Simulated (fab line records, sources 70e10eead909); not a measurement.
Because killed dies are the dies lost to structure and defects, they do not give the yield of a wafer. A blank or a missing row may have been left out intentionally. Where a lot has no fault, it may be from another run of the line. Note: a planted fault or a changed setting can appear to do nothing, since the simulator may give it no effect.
Comparing a struck lot with a sound one / flow nand-harc / 35 out of 1302 route steps
Sound: these wafers, L511.4, L511.5, L511.6. Wafers L503.1, L503.5, L503.6 were the ones struck. The cause comes at the end.
Order at every step that has rows: each side's tool, ch and its chambers, its first start. Under that, the readings that differ: sound wafers / struck wafers / difference of the means / sigmas: that difference in standard deviations of wafers without a fault.
alike: readings whose means differ by less than 2 such deviations, and words and numbers that are the same on both sides. not compared: withheld readings, readings that some wafer has no value for, bounds like >300 that may hide the same value, and numbers for which the record gives no deviation and whose values overlap.
A row with sigmas, a row that says differs or no value, or rows on one side alone: a step with any of these is where the two part. Non-overlapping numbers with no deviation appear without sigmas and do not part them. A reading that every wafer of one side lacks parts them only if that side has two wafers or more.

first, 5 steps without rows for these wafers: NHARC_A_CHANNEL_HOLE_D2_SOFTBAKE_05 (time 55 s); NHARC_A_CHANNEL_HOLE_D2_EBR_06; NHARC_A_CHANNEL_HOLE_D2_EXPOSE_07 (exposes mask HOLE D2, target cd 100 nm); NHARC_A_CHANNEL_HOLE_D2_PEB_08 (peb time 65 s); NHARC_A_CHANNEL_HOLE_D2_DEVELOP_09 (develop time 35 s).
NHARC_A_CHANNEL_HOLE_D2_CD_MEAS_10 targets a cd of 100 nm.
  sound on cd-sem-01 ch 0, day 20 05:44; struck on cd-sem-02 ch 0, day 17 03:55
  alike: cd-nm
NHARC_A_CHANNEL_HOLE_D2_OVL_MEAS_11:
  sound: overlay-01 at day 20 05:50; struck: overlay-01 at day 17 03:59
  alike: overlay-x-nm, overlay-y-nm
NHARC_A_CHANNEL_HOLE_D2_INSPECT_12:
  sound: defect-inspect-01 at day 20 05:52; struck: defect-inspect-02 at day 17 04:02
  alike: raw-defect-count
then, 4 steps without rows for these wafers: NHARC_A_CHANNEL_HOLE_D2_DESCUM_15 (chemistry O2, time 3 s); NHARC_A_CHANNEL_HOLE_D2_ETCH_38 (etches the open film in CF4, target depth 39 nm, time 65 s); NHARC_A_CHANNEL_HOLE_D2_ETCH_39 (etches the open film in N2/H2, target depth 260 nm, time 325 s); NHARC_A_CHANNEL_HOLE_D2_ETCH_34 (etches the open film in CF4/CHF3, target depth 154 nm, time 77 s).
NHARC_A_CHANNEL_HOLE_D2_ETCH_16: etches the open film in O2/COS, target depth 3100 nm, time 806 s.
  sound on rie-diel-06 ch 0,3, day 20 06:27; struck on rie-diel-06 ch 1,2,3, day 17 05:02
  alike: bias-w, drypump-motor-current-A, oes-product-au, rf-vpp-V, showerhead-plenum-p-Torr, throttle-valve-pct
  not compared: rf-hours-counter-h
NHARC_A_CHANNEL_HOLE_D2_CD_MEAS_18:
  sound: cd-sem-03 at day 20 07:02; struck: cd-sem-02 at day 17 05:29
  alike: cd-nm
NHARC_A_CHANNEL_HOLE_D2_ETCH_19: etches the open film in C4F8/O2/Ar, time 34.5 s.
  sound on har-etch-01 ch 0,1, day 20 08:39; struck on har-etch-02 ch 0,1, day 17 14:35
  alike: bias-v, drypump-motor-current-A, showerhead-plenum-p-Torr, throttle-valve-pct
  not compared: rf-hours-counter-h
NHARC_A_CHANNEL_HOLE_D2_ETCH_20: etches the open film in C4F8/O2/Ar, time 361.9 s, target depth 1600 nm.
  sound on har-etch-01 ch 0,1, day 20 08:50; struck on har-etch-02 ch 0,1, day 17 14:43
  alike: drypump-motor-current-A, showerhead-plenum-p-Torr, throttle-valve-pct
  not compared: rf-hours-counter-h
then, 1 step without rows for these wafers: NHARC_A_CHANNEL_HOLE_D2_ETCH_21 (etches the open film in C4F8/O2/Ar, time 514.3 s, target depth 1600 nm).
NHARC_A_CHANNEL_HOLE_D2_ETCH_22: etches the open film in C4F8/O2/Ar, time 666.7 s, target depth 1600 nm.
  sound on har-etch-01 ch 0,1, day 20 09:41; struck on har-etch-02 ch 0,1, day 17 15:31
  alike: drypump-motor-current-A, showerhead-plenum-p-Torr, throttle-valve-pct
  not compared: rf-hours-counter-h
then, 3 steps without rows for these wafers: NHARC_A_CHANNEL_HOLE_D2_ETCH_23 (etches the open film in C4F8/O2/Ar, time 819 s, target depth 1600 nm); NHARC_A_CHANNEL_HOLE_D2_ETCH_24 (etches the open film in C4F8/O2/Ar, time 906.2 s, target depth 1500 nm); NHARC_A_CHANNEL_HOLE_D2_ETCH_25 (etches the open film in C4F8/O2/Ar, time 1040.2 s, target depth 1500 nm).
NHARC_A_CHANNEL_HOLE_D2_ETCH_26: etches the open film in C4F8/O2/Ar, time 224.1 s, target depth 300 nm.
  sound on har-etch-01 ch 0,1, day 20 12:29; struck on har-etch-02 ch 0,1, day 17 18:20
  alike: bias-v, drypump-motor-current-A, showerhead-plenum-p-Torr, throttle-valve-pct
  not compared: rf-hours-counter-h
NHARC_A_CHANNEL_HOLE_D2_ETCH_27: etches the open film in C4F8/O2/Ar, time 90 s, target depth 400 nm.
  sound on har-etch-01 ch 0,1, day 20 12:40; struck on har-etch-02 ch 0,1, day 17 18:32
  alike: bias-v, drypump-motor-current-A, showerhead-plenum-p-Torr, throttle-valve-pct
  not compared: rf-hours-counter-h
then, 7 steps without rows for these wafers: NHARC_A_CHANNEL_HOLE_D2_STRIP_41 (strips in N2/H2); NHARC_A_CHANNEL_HOLE_D2_STRIP_42 (strips in CF4/CHF3); NHARC_A_CHANNEL_HOLE_D2_STRIP_43 (strips in O2/COS); NHARC_A_CHANNEL_HOLE_D2_ETCH_44 (etches the open film in CF4/O2, target depth 140 nm, overetch 14 nm, time 77 s); NHARC_A_CHANNEL_HOLE_D2_STRIP_28 (strips in O2); NHARC_A_CHANNEL_HOLE_D2_PRECLEAN_29 (cleans in SC1); NHARC_A_CHANNEL_HOLE_D2_SRD_30.
NHARC_A_CHANNEL_HOLE_D2_CD_MEAS_31:
  sound: cd-sem-02 at day 20 14:19; struck: cd-sem-01 at day 17 20:03
  alike: cd-nm
then, 1 step without rows for these wafers: NHARC_A_CHANNEL_HOLE_D2_XSEM_32.
NHARC_A_CHANNEL_HOLE_D2_INSPECT_40:
  sound: defect-inspect-01 at day 20 14:29; struck: defect-inspect-01 at day 17 20:14
reading=raw-defect-count; sound=542 337 396; struck=1182 1218 1196; difference=+774; sigmas=+8
then, 1 step without rows for these wafers: NHARC_A_CHANNEL_FILL_D2_PRECLEAN_00 (cleans in SC1).
-- break in the record here, with 11 days between the starts of the struck wafers on either side (left off in module A_CHANNEL_FILL_D2, picked up again in module END, where the first step shown is number 1302 on the route) --
NHARC_END_SORT_01:
  sound on prober-02 ch 0, day 31 18:22; struck on prober-01 ch 0, day 28 14:37
reading=killed-at-array; sound=65 65 60; struck=180 152 179; difference=+107; sigmas=+6
reading=killed-dies; sound=67 66 62; struck=185 159 185; difference=+111; sigmas=+6
  alike: killed-at-other, killed-at-periphery, killed-open, killed-short

== WHERE THEY PART ==
At NHARC_A_CHANNEL_HOLE_D2_INSPECT_40 first; at NHARC_END_SORT_01 last (within this record only).

WHY: what the simulator had put in
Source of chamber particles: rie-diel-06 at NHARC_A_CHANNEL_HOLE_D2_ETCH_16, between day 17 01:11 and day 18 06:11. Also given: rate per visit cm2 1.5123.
